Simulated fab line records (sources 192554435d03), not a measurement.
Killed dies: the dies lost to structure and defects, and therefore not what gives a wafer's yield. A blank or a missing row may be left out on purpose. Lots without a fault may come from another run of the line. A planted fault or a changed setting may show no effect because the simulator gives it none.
Chamber matching :: flow n5_finfet :: pecvd-03 running N5_BEOL_M1_DEP_57: 3 sister chambers
The step deposits SiCN from 3MS/NH3, target thk 8 nm, time 14 s. 20 wafers are shown with their chamber, then 10 later ones without.

WAFERS WITH THEIR CHAMBER
wafer: L075.2
chamber: 2
throttle_valve_pct (%): 8.6
showerhead_plenum_p_Torr (Torr): 3.669
chamber_pressure_Torr (Torr): 2.993

wafer: L075.3
chamber: 1
throttle_valve_pct (%): 9.6
showerhead_plenum_p_Torr (Torr): 3.665
chamber_pressure_Torr (Torr): 3.005

wafer: L075.5
chamber: 0
throttle_valve_pct (%): 8.9
showerhead_plenum_p_Torr (Torr): 3.653
chamber_pressure_Torr (Torr): 3.006

wafer: L078.3
chamber: 2
throttle_valve_pct (%): 8.7
showerhead_plenum_p_Torr (Torr): 3.662
chamber_pressure_Torr (Torr): 2.998

wafer: L078.4
chamber: 1
throttle_valve_pct (%): 9.7
showerhead_plenum_p_Torr (Torr): 3.672
chamber_pressure_Torr (Torr): 2.995

wafer: L078.6
chamber: 0
throttle_valve_pct (%): 8.8
showerhead_plenum_p_Torr (Torr): 3.653
chamber_pressure_Torr (Torr): 2.992

wafer: L077.2
chamber: 2
throttle_valve_pct (%): 8.7
showerhead_plenum_p_Torr (Torr): 3.670
chamber_pressure_Torr (Torr): 3.009

wafer: L077.3
chamber: 1
throttle_valve_pct (%): 9.5
showerhead_plenum_p_Torr (Torr): 3.668
chamber_pressure_Torr (Torr): 3.001

wafer: L077.5
chamber: 1
throttle_valve_pct (%): 9.5
showerhead_plenum_p_Torr (Torr): 3.655
chamber_pressure_Torr (Torr): 3.002

wafer: L080.3
chamber: 1
throttle_valve_pct (%): 9.8
showerhead_plenum_p_Torr (Torr): 3.664
chamber_pressure_Torr (Torr): 3.001

wafer: L080.4
chamber: 2
throttle_valve_pct (%): 8.5
showerhead_plenum_p_Torr (Torr): 3.665
chamber_pressure_Torr (Torr): 3.008

wafer: L080.5
chamber: 1
throttle_valve_pct (%): 9.8
showerhead_plenum_p_Torr (Torr): 3.669
chamber_pressure_Torr (Torr): 2.998

wafer: L086.2
chamber: 2
throttle_valve_pct (%): 8.9
showerhead_plenum_p_Torr (Torr): 3.671
chamber_pressure_Torr (Torr): 2.998

wafer: L086.3
chamber: 0
throttle_valve_pct (%): 8.8
showerhead_plenum_p_Torr (Torr): 3.652
chamber_pressure_Torr (Torr): 3.007

wafer: L086.4
chamber: 2
throttle_valve_pct (%): 9.0
showerhead_plenum_p_Torr (Torr): 3.663
chamber_pressure_Torr (Torr): 2.998

wafer: L088.1
chamber: 1
throttle_valve_pct (%): 9.7
showerhead_plenum_p_Torr (Torr): 3.674
chamber_pressure_Torr (Torr): 2.984

wafer: L088.3
chamber: 0
throttle_valve_pct (%): 8.7
showerhead_plenum_p_Torr (Torr): 3.660
chamber_pressure_Torr (Torr): 2.999

wafer: L088.5
chamber: 2
throttle_valve_pct (%): 8.9
showerhead_plenum_p_Torr (Torr): 3.669
chamber_pressure_Torr (Torr): 3.004

wafer: L089.2
chamber: 2
throttle_valve_pct (%): 8.8
showerhead_plenum_p_Torr (Torr): 3.677
chamber_pressure_Torr (Torr): 2.993

wafer: L089.4
chamber: 1
throttle_valve_pct (%): 9.7
showerhead_plenum_p_Torr (Torr): 3.674
chamber_pressure_Torr (Torr): 2.989

SIGNATURES (means of the wafers above)
reading: throttle_valve_pct
chamber 0: 8.800
chamber 1: 9.662
chamber 2: 8.762
scatter within a chamber: 0.137

reading: showerhead_plenum_p_Torr
chamber 0: 3.65450
chamber 1: 3.66763
chamber 2: 3.66825
scatter within a chamber: 0.00536

reading: chamber_pressure_Torr
chamber 0: 3.00100
chamber 1: 2.99688
chamber 2: 3.00013
scatter within a chamber: 0.00676
Rule: for each reading, subtract the chamber's mean from the wafer's reading, divide by that reading's scatter and square the result; add these up over the readings and take the root, which gives the wafer's distance from the chamber. The wafer belongs to the nearest chamber; if the next one is less than 2 further off, it can't be placed. The scatter: take each reading less its chamber's mean, square it, sum over the shown wafers, divide by the number of wafers less the number of chambers, and take the root.

WAFERS WHOSE CHAMBER IS MISSING
wafer: L089.5
throttle_valve_pct (%): 8.7
showerhead_plenum_p_Torr (Torr): 3.671
chamber_pressure_Torr (Torr): 2.996

wafer: L092.1
throttle_valve_pct (%): 9.0
showerhead_plenum_p_Torr (Torr): 3.654
chamber_pressure_Torr (Torr): 2.995

wafer: L092.2
throttle_valve_pct (%): 8.7
showerhead_plenum_p_Torr (Torr): 3.676
chamber_pressure_Torr (Torr): 3.006

wafer: L092.3
throttle_valve_pct (%): 9.7
showerhead_plenum_p_Torr (Torr): 3.669
chamber_pressure_Torr (Torr): 2.999

wafer: L094.2
throttle_valve_pct (%): 9.2
showerhead_plenum_p_Torr (Torr): 3.652
chamber_pressure_Torr (Torr): 2.994

wafer: L094.3
throttle_valve_pct (%): 8.9
showerhead_plenum_p_Torr (Torr): 3.669
chamber_pressure_Torr (Torr): 2.998

wafer: L094.4
throttle_valve_pct (%): 9.7
showerhead_plenum_p_Torr (Torr): 3.667
chamber_pressure_Torr (Torr): 2.999

wafer: L097.2
throttle_valve_pct (%): 8.9
showerhead_plenum_p_Torr (Torr): 3.665
chamber_pressure_Torr (Torr): 2.993

wafer: L097.4
throttle_valve_pct (%): 9.0
showerhead_plenum_p_Torr (Torr): 3.655
chamber_pressure_Torr (Torr): 2.993

wafer: L097.6
throttle_valve_pct (%): 9.4
showerhead_plenum_p_Torr (Torr): 3.667
chamber_pressure_Torr (Torr): 2.989

WHICH CHAMBER EACH WENT THROUGH
wafer: L089.5
from the rows above: 2
in truth: 2

wafer: L092.1
from the rows above: can't be placed: 0 or 2
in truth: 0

wafer: L092.2
from the rows above: 2
in truth: 2

wafer: L092.3
from the rows above: 1
in truth: 1

wafer: L094.2
from the rows above: can't be placed: 0 or 1 or 2
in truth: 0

wafer: L094.3
from the rows above: can't be placed: 2 or 0
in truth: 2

wafer: L094.4
from the rows above: 1
in truth: 1

wafer: L097.2
from the rows above: can't be placed: 2 or 0
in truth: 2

wafer: L097.4
from the rows above: can't be placed: 0 or 2
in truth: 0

wafer: L097.6
from the rows above: 1
in truth: 1
Correct placement for 5 of the 10. From these rows, 5 cannot be placed; in 5 the true chamber is one of the candidates. 0 placed wrongly.
